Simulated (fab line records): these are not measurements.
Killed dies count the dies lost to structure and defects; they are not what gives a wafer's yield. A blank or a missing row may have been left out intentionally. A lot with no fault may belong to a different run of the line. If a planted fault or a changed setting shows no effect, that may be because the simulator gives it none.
Chamber matching    flow n5 finfet    N5_SD_EPI_N_ETCH_45 on rie diel-04: 4 sister chambers
The step etches SiOCN in CH3F/O2, target depth 6 nm. 27 wafers are shown with their chamber, then 12 later ones without.

## WAFERS WITH THEIR CHAMBER
wafer   chamber  drypump motor current A (A)  oes product au (a.u.)  throttle valve pct (%)
L076.1  1        5.1                          0.71                   23.6
L076.2  2        5.0                          0.94                   23.0
L076.3  0        5.9                          0.70                   23.4
L079.2  3        5.6                          0.73                   23.6
L079.3  1        5.2                          0.70                   23.6
L079.4  2        5.0                          0.92                   23.1
L080.2  0        5.9                          0.70                   23.4
L080.3  2        5.0                          0.92                   23.1
L080.4  3        5.6                          0.73                   23.6
L082.1  3        5.6                          0.72                   23.6
L082.3  2        5.0                          0.92                   23.1
L082.4  1        5.2                          0.68                   23.6
L085.1  3        5.6                          0.72                   23.6
L085.2  2        5.0                          0.89                   23.1
L085.6  3        5.6                          0.72                   23.6
L086.3  1        5.2                          0.95                   23.0
L086.4  3        5.6                          0.72                   23.6
L086.5  1        5.2                          0.96                   23.0
L087.3  2        5.0                          0.88                   23.1
L087.4  3        5.6                          0.72                   23.7
L087.5  2        4.9                          0.89                   23.1
L088.1  1        5.2                          0.94                   23.0
L088.2  3        5.6                          0.71                   23.7
L088.5  1        5.2                          0.95                   23.0
L089.2  2        5.0                          0.89                   23.1
L089.5  1        5.2                          0.95                   23.0
L089.6  0        5.8                          0.67                   23.5

SIGNATURES (means of the wafers above)
reading                  chamber 0  chamber 1  chamber 2  chamber 3  scatter within a chamber
drypump motor current A  5.867      5.188      4.987      5.600      0.0324
oes product au           0.6900     0.8550     0.9062     0.7212     0.0737
throttle valve pct       23.433     23.225     23.088     23.625     0.175
Rule: a wafer's distance from a chamber is the root of the sum, over the readings, of the square of ((its reading less the chamber's mean) divided by the reading's scatter). The wafer belongs to the nearest chamber; if the next one is less than 2 further off, it can't be placed. The scatter: the root of (the sum of the squares of (reading less its chamber's mean) over the shown wafers, divided by (wafers less chambers)).

## WAFERS WHOSE CHAMBER IS MISSING
wafer   drypump motor current A (A)  oes product au (a.u.)  throttle valve pct (%)
L090.4  5.6                          0.71                   23.7
L090.5  5.6                          0.71                   23.7
L090.6  5.0                          0.88                   23.1
L092.1  5.2                          0.92                   23.0
L092.2  5.8                          0.67                   23.5
L092.5  5.2                          0.92                   23.0
L093.1  5.6                          0.70                   23.6
L093.4  4.9                          0.87                   23.1
L093.5  5.2                          0.91                   23.1
L097.2  5.2                          0.90                   23.1
L097.4  5.0                          0.85                   23.1
L097.5  5.8                          0.95                   23.3

## WHICH CHAMBER EACH WENT THROUGH
wafer   from the rows above  in truth
L090.4  3                    3
L090.5  3                    3
L090.6  2                    2
L092.1  1                    1
L092.2  0                    0
L092.5  1                    1
L093.1  3                    3
L093.4  2                    2
L093.5  1                    1
L097.2  1                    1
L097.4  2                    2
L097.5  0                    0
Placed correctly: 12 of 12. From these rows, 0 cannot be placed. 0 placed wrongly.
